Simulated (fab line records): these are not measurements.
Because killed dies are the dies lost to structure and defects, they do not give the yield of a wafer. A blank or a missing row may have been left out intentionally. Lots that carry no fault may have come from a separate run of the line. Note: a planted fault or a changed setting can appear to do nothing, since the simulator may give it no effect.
fab line records + flow nandHarc
record:
- lots: 13
- wafers: 39
- lastDay: 31
route steps=1302 shown A_STAIRCASE@739 END@1302
lots that met no fault: from a run of the same line without faults
startH: hours from the record's opening day to when the first of the lot's shown wafers began + waitH: time in hours since the lot's previous step + " unchanged from the row above + L1.1+2: one row covering several wafers at once + - no value, or no start was given + * or withheld: withheld + < > ~ a bound
route shown NAME@n: NAME is a module with steps in the file, n the number in the route of the first one + usual: mean and standard deviation over wafers with no fault + same: alike in all rows + chamber/n: place in a boat + sites: each site's reading + _std_site: the standard deviation of these + _edge_site: the outer-site mean with the inner-site mean subtracted + radiusMm: how far each site lies from the wafer's centre + mask NAME#n: copy n + behind: tool/chamber where the wafer was last shaped + hold: what put the lot on hold/how long, in hours/how the hold closed + device: whichever transistor did not switch (one of n, p or np) + end of line: the same wafers' tests at the end of the route + for a step that has no rows: nothing shown but its recipe + killed: dies lost to structure and defects at the first sort, not the wafer's yield + map: the dies of a wafer, with x for killed, . for not killed, _ for no die there
set.NAME: setting as actually run; set.NAME@STEP: the setting as run at that earlier step + model.NAME: the simulator's own value behind a step, which no gauge read
steps of the route over a sample of lots; a table a step, a row a wafer
services: the hour from which a tool's chamber was out of use, counted from the record's first day as startH (under 0 if before that day), plus the number of hours and why
== steps ==
step: NHARC_A_STAIRCASE_ETCH_225
recipe:
- targetDepthA: 1000
- timeS: 40.5
- ionEnergyEv: 400
- c4f8FlowSccm: 20
- o2FlowSccm: 10
- arFlowSccm: withheld
- rfW: 600
- biasW: 1000
- chemistry: C4F8/O2
usual:
- oesProductAu: 0.945/0.012
- rfVppV: 897/4.6
| lot.wafer | tool       | chamber | startH | waitH | oesProductAu | rfHoursCounterH | rfVppV |
|-----------|------------|---------|--------|-------|--------------|-----------------|--------|
| L977.1    | rieDiel-11 | 2       | -      | -     | 0.972        | 34              | 901    |
| L977.2    | "          | 3       | "      | "     | 0.961        | 31              | 902    |
| L977.5    | "          | 1       | "      | "     | 0.949        | -               | 895    |
| L975.3    | rieDiel-01 | 2       | -      | -     | 0.945        | 54              | 887    |
| L975.4    | "          | 0       | "      | "     | 0.947        | 49              | 886    |
| L975.5    | "          | 1       | "      | "     | 0.950        | -               | 899    |
| L978.2    | rieDiel-11 | 2       | -      | -     | 0.957        | 45              | 899    |
| L978.4    | "          | 2       | "      | "     | 0.948        | -               | 900    |
| L978.6    | "          | 0       | "      | "     | 0.940        | -               | 897    |
| L979.2    | rieDiel-11 | 3       | -      | -     | 0.944        | 46              | 903    |
| L979.1    | "          | 0       | "      | "     | 0.934        | 41              | 898    |
| L979.4    | "          | 3       | "      | "     | 0.945        | -               | 905    |
| L980.2    | rieDiel-11 | 3       | -      | -     | 0.966        | 52              | 903    |
| L980.6    | "          | 2       | "      | "     | 0.954        | -               | 898    |
| L980.5    | "          | 3       | "      | "     | 0.959        | -               | 903    |
| L985.1    | rieDiel-08 | 0       | -      | -     | 0.944        | 15              | 898    |
| L985.3    | "          | 1       | "      | "     | 0.935        | 19              | 900    |
| L985.5    | "          | 0       | "      | "     | 0.952        | -               | 897    |
| L987.1    | rieDiel-08 | 3       | -      | -     | 0.958        | 30              | 894    |
| L987.5    | "          | 2       | "      | "     | 0.935        | -               | 893    |
| L987.6    | "          | 3       | "      | "     | 0.953        | -               | 892    |
| L988.1    | rieDiel-11 | 0       | -      | -     | 0.951        | 17              | 895    |
| L988.4    | "          | 2       | "      | "     | 0.956        | 17              | 898    |
| L988.6    | "          | 0       | "      | "     | 0.951        | -               | 896    |
| L990.2    | rieDiel-01 | 0       | -      | -     | 0.941        | 37              | 905    |
| L990.3    | "          | 3       | "      | "     | 0.931        | 33              | 891    |
| L990.6    | "          | 1       | "      | "     | 0.960        | -               | 897    |
| L991.1    | rieDiel-01 | 3       | -      | -     | 0.920        | 41              | 890    |
| L991.3    | "          | 1       | "      | "     | 0.937        | 48              | 899    |
| L991.6    | "          | 0       | "      | "     | 0.934        | -               | 903    |
| L992.1    | rieDiel-01 | 2       | -      | -     | 0.959        | 42              | 888    |
| L992.2    | "          | 0       | "      | "     | 0.944        | 47              | 905    |
| L992.3    | "          | 1       | "      | "     | 0.937        | 48              | 898    |
| L994.4    | rieDiel-01 | 0       | -      | -     | 0.950        | 55              | 906    |
| L994.2    | "          | 1       | "      | "     | 0.962        | 58              | 898    |
| L994.5    | "          | 3       | "      | "     | 0.950        | -               | 890    |
| L995.4    | rieDiel-11 | 1       | -      | -     | 0.947        | 31              | 896    |
| L995.3    | "          | 2       | "      | "     | 0.939        | 34              | 899    |
| L995.1    | "          | 3       | "      | "     | 0.948        | 35              | 902    |
step: NHARC_A_STAIRCASE_ETCH_234
recipe:
- targetDepthA: 1000
- timeS: 40.5
- ionEnergyEv: 400
- c4f8FlowSccm: 20
- o2FlowSccm: 10
- arFlowSccm: withheld
- rfW: 600
- biasW: 1000
- chemistry: C4F8/O2
usual:
- oesProductAu: 0.947/0.012
- rfVppV: 897/4.7
| lot.wafer | tool       | chamber | startH | waitH | oesProductAu | rfHoursCounterH | rfVppV |
|-----------|------------|---------|--------|-------|--------------|-----------------|--------|
| L977.2    | rieDiel-08 | 1       | -      | -     | 0.946        | 58              | 900    |
| L977.1    | "          | 2       | "      | "     | 0.935        | 54              | 892    |
| L977.5    | "          | 3       | "      | "     | 0.954        | -               | 894    |
| L975.4    | rieDiel-11 | 0       | -      | -     | 0.953        | 36              | 897    |
| L975.3    | "          | 2       | "      | "     | 0.961        | 40              | 900    |
| L975.5    | "          | 3       | "      | "     | 0.975        | -               | 903    |
| L978.2    | rieDiel-11 | 3       | -      | -     | 0.956        | 45              | 902    |
| L978.6    | "          | 0       | "      | "     | 0.932        | -               | 896    |
| L978.4    | "          | 3       | "      | "     | 0.951        | -               | 902    |
| L979.1    | rieDiel-08 | 2       | -      | -     | 0.942        | 4               | 893    |
| L979.2    | "          | 3       | "      | "     | 0.960        | 4               | 894    |
| L979.4    | "          | 1       | "      | "     | 0.925        | 4               | 900    |
| L980.2    | rieDiel-01 | 0       | -      | -     | 0.946        | 10              | 905    |
| L980.6    | "          | 2       | "      | "     | 0.948        | -               | 889    |
| L980.5    | "          | 3       | "      | "     | 0.942        | -               | 892    |
| L985.3    | rieDiel-08 | 1       | -      | -     | 0.931        | 20              | 901    |
| L985.1    | "          | 2       | "      | "     | 0.929        | 20              | 894    |
| L985.5    | "          | 0       | "      | "     | 0.951        | -               | 897    |
| L987.1    | rieDiel-08 | 2       | -      | -     | 0.930        | 32              | 894    |
| L987.5    | "          | 0       | "      | "     | 0.957        | -               | 899    |
| L987.6    | "          | 1       | "      | "     | 0.956        | -               | 901    |
| L988.4    | rieDiel-11 | 3       | -      | -     | 0.954        | 17              | 902    |
| L988.1    | "          | 0       | "      | "     | 0.937        | 17              | 898    |
| L988.6    | "          | 2       | "      | "     | 0.953        | -               | 899    |
| L990.3    | rieDiel-01 | 1       | -      | -     | 0.949        | 39              | 897    |
| L990.2    | "          | 2       | "      | "     | 0.963        | 33              | 890    |
| L990.6    | "          | 2       | "      | "     | 0.970        | -               | 887    |
| L991.1    | rieDiel-01 | 1       | -      | -     | 0.938        | 49              | 897    |
| L991.3    | "          | 2       | "      | "     | 0.971        | 42              | 888    |
| L991.6    | "          | 2       | "      | "     | 0.958        | -               | 887    |
| L992.2    | rieDiel-11 | 2       | -      | -     | 0.956        | 24              | 899    |
| L992.1    | "          | 3       | "      | "     | 0.966        | 26              | 902    |
| L992.3    | "          | 0       | "      | "     | 0.949        | 27              | 895    |
| L994.4    | rieDiel-01 | 0       | -      | -     | 0.964        | 55              | 904    |
| L994.2    | "          | 1       | "      | "     | 0.950        | 58              | 897    |
| L994.5    | "          | 3       | "      | "     | 0.939        | -               | 892    |
| L995.4    | rieDiel-11 | 2       | -      | -     | 0.945        | 34              | 900    |
| L995.1    | "          | 3       | "      | "     | 0.963        | 35              | 901    |
| L995.3    | "          | 0       | "      | "     | 0.948        | 35              | 896    |
step: NHARC_A_STAIRCASE_ETCH_236
recipe:
- targetDepthA: 1000
- timeS: 40.5
- ionEnergyEv: 400
- c4f8FlowSccm: 20
- o2FlowSccm: 10
- arFlowSccm: withheld
- rfW: 600
- biasW: 1000
- chemistry: C4F8/O2
usual:
- oesProductAu: 0.948/0.016
- rfVppV: 897/4.9
| lot.wafer | tool       | chamber | startH | waitH | oesProductAu | rfHoursCounterH | rfVppV |
|-----------|------------|---------|--------|-------|--------------|-----------------|--------|
| L977.2    | rieDiel-08 | 0       | -      | -     | 0.968        | 58              | 899    |
| L977.1    | "          | 2       | "      | "     | 0.950        | 54              | 894    |
| L977.5    | "          | 0       | "      | "     | 0.954        | -               | 898    |
| L975.4    | rieDiel-08 | 1       | 381.42 | -     | 0.999        | 0               | 901    |
| L975.3    | "          | 2       | "      | "     | 1.000        | 0               | 894    |
| L975.5    | "          | 1       | "      | "     | 1.005        | -               | 902    |
| L978.2    | rieDiel-11 | 2       | -      | -     | 0.958        | 46              | 899    |
| L978.4    | "          | 0       | "      | "     | 0.948        | -               | 897    |
| L978.6    | "          | 2       | "      | "     | 0.955        | -               | 898    |
| L979.2    | rieDiel-08 | 2       | -      | -     | 0.944        | 4               | 894    |
| L979.4    | "          | 0       | "      | "     | 0.937        | 4               | 897    |
| L979.1    | "          | 1       | "      | "     | 0.929        | 4               | 900    |
| L980.2    | rieDiel-01 | 2       | -      | -     | 0.951        | 7               | 888    |
| L980.5    | "          | 2       | "      | "     | 0.955        | -               | 888    |
| L980.6    | "          | 3       | "      | "     | 0.955        | -               | 891    |
| L985.1    | rieDiel-08 | 2       | -      | -     | 0.928        | 21              | 893    |
| L985.3    | "          | 3       | "      | "     | 0.929        | 21              | 896    |
| L985.5    | "          | 1       | "      | "     | 0.940        | -               | 901    |
| L987.1    | rieDiel-08 | 0       | -      | -     | 0.955        | 26              | 897    |
| L987.5    | "          | 3       | "      | "     | 0.942        | -               | 895    |
| L987.6    | "          | 0       | "      | "     | 0.952        | -               | 897    |
| L988.4    | rieDiel-11 | 0       | -      | -     | 0.948        | 17              | 897    |
| L988.1    | "          | 3       | "      | "     | 0.952        | 17              | 902    |
| L988.6    | "          | 1       | "      | "     | 0.929        | -               | 893    |
| L990.2    | rieDiel-01 | 1       | -      | -     | 0.947        | 40              | 898    |
| L990.3    | "          | 0       | "      | "     | 0.952        | 38              | 906    |
| L990.6    | "          | 1       | "      | "     | 0.954        | -               | 895    |
| L991.3    | rieDiel-01 | 3       | -      | -     | 0.925        | 42              | 891    |
| L991.1    | "          | 2       | "      | "     | 0.966        | 42              | 888    |
| L991.6    | "          | 0       | "      | "     | 0.938        | -               | 907    |
| L992.1    | rieDiel-11 | 2       | -      | -     | 0.970        | 24              | 900    |
| L992.3    | "          | 3       | "      | "     | 0.958        | 26              | 901    |
| L992.2    | "          | 1       | "      | "     | 0.944        | 24              | 894    |
| L994.4    | rieDiel-01 | 3       | -      | -     | 0.943        | 49              | 893    |
| L994.2    | "          | 2       | "      | "     | 0.954        | 51              | 888    |
| L994.5    | "          | 0       | "      | "     | 0.949        | -               | 904    |
| L995.3    | rieDiel-11 | 3       | -      | -     | 0.963        | 35              | 903    |
| L995.1    | "          | 0       | "      | "     | 0.955        | 35              | 897    |
| L995.4    | "          | 1       | "      | "     | 0.935        | 32              | 892    |
step: NHARC_A_STAIRCASE_STRIP_254
recipe:
- powerW: 1500
- tempC: 250
- chemistry: O2
usual:
- drypumpMotorCurrentA: 5.6/0.5
- heaterPowerW: 331/26
- tempC: 249.96/0.17
| lot.wafer | tool           | chamber | startH | waitH | drypumpMotorCurrentA | heaterPowerW | rfHoursCounterH | tempC  |
|-----------|----------------|---------|--------|-------|----------------------|--------------|-----------------|--------|
| L977.1    | plasmaAsher-01 | 0       | 372.48 | -     | 5.8                  | 316          | 5               | 249.89 |
| L977.2    | "              | 1       | "      | "     | 4.7                  | 373          | 5               | 250.19 |
| L977.5    | "              | 1       | "      | "     | 4.7                  | 373          | -               | 250.20 |
| L975.4    | plasmaAsher-01 | 0       | 383.27 | -     | 5.8                  | 319          | -               | 249.95 |
| L975.3    | "              | 1       | "      | "     | 4.7                  | 372          | -               | 250.03 |
| L975.5    | "              | 1       | "      | "     | 4.7                  | 369          | -               | 250.20 |
| L978.2    | plasmaAsher-02 | 0       | 391.95 | -     | 6.1                  | 328          | 29              | 250.12 |
| L978.4    | "              | 1       | "      | "     | 5.5                  | 307          | -               | 250.05 |
| L978.6    | "              | 1       | "      | "     | 5.5                  | 305          | -               | 250.20 |
| L979.1    | plasmaAsher-01 | 1       | 395.44 | -     | 4.7                  | 365          | 9               | 250.21 |
| L979.2    | "              | 0       | "      | "     | 5.8                  | 318          | 9               | 250.05 |
| L979.4    | "              | 1       | "      | "     | 4.7                  | 372          | -               | 250.24 |
| L980.2    | plasmaAsher-02 | 0       | 417.73 | -     | -                    | -            | -               | -      |
| L980.5    | "              | 0       | "      | "     | -                    | -            | -               | -      |
| L980.6    | "              | 1       | "      | "     | -                    | -            | -               | -      |
| L985.1    | plasmaAsher-02 | 1       | 455.68 | -     | -                    | -            | -               | -      |
| L985.3    | "              | 0       | "      | "     | -                    | -            | -               | -      |
| L985.5    | "              | 1       | "      | "     | -                    | -            | -               | -      |
| L987.1    | plasmaAsher-02 | 1       | 477.84 | -     | 5.5                  | 323          | 11              | 250.05 |
| L987.6    | "              | 0       | "      | "     | 6.1                  | 311          | -               | 250.05 |
| L987.5    | "              | 1       | "      | "     | 5.5                  | 310          | -               | 249.91 |
| L988.1    | plasmaAsher-02 | 0       | 502.02 | -     | 6.1                  | 317          | 17              | 250.08 |
| L988.4    | "              | 0       | "      | "     | 6.1                  | 315          | -               | 250.21 |
| L988.6    | "              | 1       | "      | "     | 5.5                  | 321          | -               | 250.02 |
| L990.2    | plasmaAsher-02 | 0       | 505.09 | -     | 6.1                  | 327          | 18              | 250.05 |
| L990.3    | "              | 0       | "      | "     | 6.1                  | 313          | -               | 250.29 |
| L990.6    | "              | 0       | "      | "     | 6.1                  | 321          | -               | 250.27 |
| L991.1    | plasmaAsher-02 | 0       | 527.04 | -     | 6.1                  | 320          | 23              | 249.81 |
| L991.3    | "              | 1       | "      | "     | 5.5                  | 314          | -               | 249.68 |
| L991.6    | "              | 0       | "      | "     | 6.1                  | 322          | -               | 250.01 |
| L992.1    | plasmaAsher-02 | 1       | 527.76 | -     | 5.5                  | 305          | 24              | 249.97 |
| L992.2    | "              | 0       | "      | "     | 6.1                  | 318          | 24              | 250.14 |
| L992.3    | "              | 0       | "      | "     | 6.1                  | 323          | -               | 249.93 |
| L994.2    | plasmaAsher-02 | 0       | 552.90 | -     | 6.1                  | 331          | 28              | 250.04 |
| L994.4    | "              | 0       | "      | "     | 6.1                  | 325          | -               | 250.00 |
| L994.5    | "              | 1       | "      | "     | 5.5                  | 313          | -               | 249.86 |
| L995.1    | plasmaAsher-02 | 1       | 555.72 | -     | 5.5                  | 317          | 28              | 250.06 |
| L995.3    | "              | 0       | "      | "     | 6.1                  | 318          | -               | 250.08 |
| L995.4    | "              | 1       | "      | "     | 5.5                  | 314          | -               | 250.02 |
step: NHARC_END_SORT_01
recipe:
- tempC: 25
usual:
- killedAtArray: 41/10
- killedAtOther: 0.8/0.91
- killedAtPeriphery: 4.2/2.9
- killedDies: 46/10
- killedOpen: 3.5/2.1
- killedShort: 2.5/1.6
same:
- grossDies: 677
| lot.wafer | tool      | chamber | startH | waitH | killedAtArray | killedAtOther | killedAtPeriphery | killedDies | killedOpen | killedShort |
|-----------|-----------|---------|--------|-------|---------------|---------------|-------------------|------------|------------|-------------|
| L987.1    | prober-02 | 0       | 672.86 | 2.5   | 32            | 3             | 1                 | 36         | 0          | 2           |
| L987.5    | prober-02 | 0       | 676.03 | 3.7   | 38            | 2             | 3                 | 43         | 2          | 4           |
| L987.6    | prober-02 | 0       | 676.82 | 4.0   | 38            | 0             | 2                 | 40         | 4          | 0           |
| L988.1    | prober-01 | 0       | 700.50 | 2.5   | 47            | 0             | 4                 | 51         | 4          | 4           |
| L988.4    | prober-01 | 0       | 702.90 | 3.4   | 48            | 1             | 1                 | 50         | 1          | 4           |
| L988.6    | prober-01 | 0       | 704.50 | 4.0   | 41            | 0             | 5                 | 46         | 0          | 5           |
killed by level:class
L987.1 A_CHANNEL_HOLE_D1:chamberFilmFlake=19 A_CHANNEL_HOLE_D2:chamberFilmFlake=8 THIN_TSV:chamberFilmFlake=3 A_CHANNEL_FILL_D1:geometricParticle:short=1 A_ONON_D2:geometricParticle:short=1 P_BONDPAD:chamberFilmFlake=1 A_CHANNEL_HOLE_D1:unspecified=1 A_WL_FILL:chamberFilmFlake=1
L987.5 A_CHANNEL_HOLE_D1:chamberFilmFlake=17 A_CHANNEL_HOLE_D2:chamberFilmFlake=11 A_WL_FILL:geometricParticle:short=2 P_ZERO_WELL:chamberFilmFlake=2 A_WL_FILL:chamberFilmFlake=2 THIN_TSV:chamberFilmFlake=2 A_ONON_D1:geometricParticle:open=1 A_CHANNEL_FILL_D1:geometricParticle:short=1
L987.6 A_CHANNEL_HOLE_D1:chamberFilmFlake=21 A_CHANNEL_HOLE_D2:chamberFilmFlake=9 A_CHANNEL_HOLE_D1:unspecified=2 A_WL_FILL:chamberFilmFlake=2 P_GATE:geometricParticle:open=1 A_SGD_CUT:geometricParticle:open=1 A_M0:geometricParticle:open=1 A_M1:geometricParticle:open=1
L988.1 A_CHANNEL_HOLE_D1:chamberFilmFlake=21 A_SLIT:chamberFilmFlake=5 A_CONTACT:chamberFilmFlake=5 A_CHANNEL_HOLE_D2:chamberFilmFlake=3 A_STAIRCASE:chamberFilmFlake=3 A_CHANNEL_FILL_D1:geometricParticle:short=2 A_CHANNEL_FILL_D1:chamberFilmFlake=2 A_WL_FILL:chamberFilmFlake=2
L988.4 A_CHANNEL_HOLE_D1:chamberFilmFlake=21 A_SLIT:chamberFilmFlake=10 A_STAIRCASE:chamberFilmFlake=4 A_CHANNEL_HOLE_D2:chamberFilmFlake=3 A_CONTACT:chamberFilmFlake=3 A_WL_FILL:geometricParticle:short=2 A_M0:chamberFilmFlake=2 A_ONON_D1:geometricParticle:short=1
L988.6 A_CHANNEL_HOLE_D1:chamberFilmFlake=22 A_SLIT:chamberFilmFlake=7 A_CHANNEL_FILL_D1:geometricParticle:short=3 P_GATE:chamberFilmFlake=3 A_STAIRCASE:chamberFilmFlake=2 A_CONTACT:chamberFilmFlake=2 P_M0:geometricParticle:short=1 A_ONON_D1:geometricParticle:short=1
== services ==
| tool           | chamber | startH | hours | kind   |
|----------------|---------|--------|-------|--------|
| rieDiel-11     | 0       | 343.18 | -     | clean  |
| rieDiel-11     | 1       | 343.18 | -     | clean  |
| rieDiel-11     | 2       | 343.18 | -     | clean  |
| rieDiel-11     | 3       | 343.18 | -     | clean  |
| rieDiel-11     | 0       | 367.68 | -     | clean  |
| rieDiel-11     | 1       | 367.68 | -     | clean  |
| rieDiel-11     | 2       | 367.68 | -     | clean  |
| rieDiel-08     | -       | 371.91 | 9.0   | pm     |
| rieDiel-11     | 2       | 374.60 | 5.1   | repair |
| rieDiel-11     | 0       | 376.23 | 4.5   | repair |
| rieDiel-11     | 1       | 382.95 | 10.2  | repair |
| rieDiel-08     | 0       | 405.01 | 15.9  | repair |
| rieDiel-01     | 2       | 406.95 | 6.4   | repair |
| rieDiel-01     | 2       | 418.99 | 8.1   | repair |
| plasmaAsher-02 | -       | 426.00 | 9.0   | pm     |
| rieDiel-08     | 0       | 432.64 | 2.7   | repair |
| rieDiel-11     | -       | 435.98 | 9.0   | pm     |
| rieDiel-01     | 3       | 461.79 | 1.3   | repair |
| rieDiel-01     | 3       | 474.99 | 5.7   | repair |
| rieDiel-08     | 1       | 481.25 | 4.0   | repair |
| rieDiel-11     | 3       | 486.50 | 8.3   | repair |
| rieDiel-08     | -       | 498.61 | 5.7   | repair |
| plasmaAsher-01 | -       | 519.00 | 9.0   | pm     |
| rieDiel-08     | -       | 548.91 | 9.0   | pm     |
== key ==
firstSign:
- step: NHARC_A_STAIRCASE_STRIP_254
- reading: toolRecord
- direction: missing
effect none on later readings
metAt NHARC_A_STAIRCASE_STRIP_254
struckLots L980,L985
testerLeftOut L980,L985
notActingAt NHARC_A_STAIRCASE_ETCH_225,NHARC_A_STAIRCASE_ETCH_234,NHARC_A_STAIRCASE_ETCH_236
onsetBetween 391.95 417.73
fault:
- kind: skippedStepWhole
- tool: plasmaAsher-02
- chamber: -
- onsetH: 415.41
- steps: NHARC_A_STAIRCASE_STRIP_254
- scope: struckLotsOnly
testerLeftOut: of these lots the tester's yield and bins aren't shown, on N5 and GAA mostly nor the transistor test; their killed dies are dies lost to structure and defects alone, not to doping, threshold or leakage, so they don't give the yield
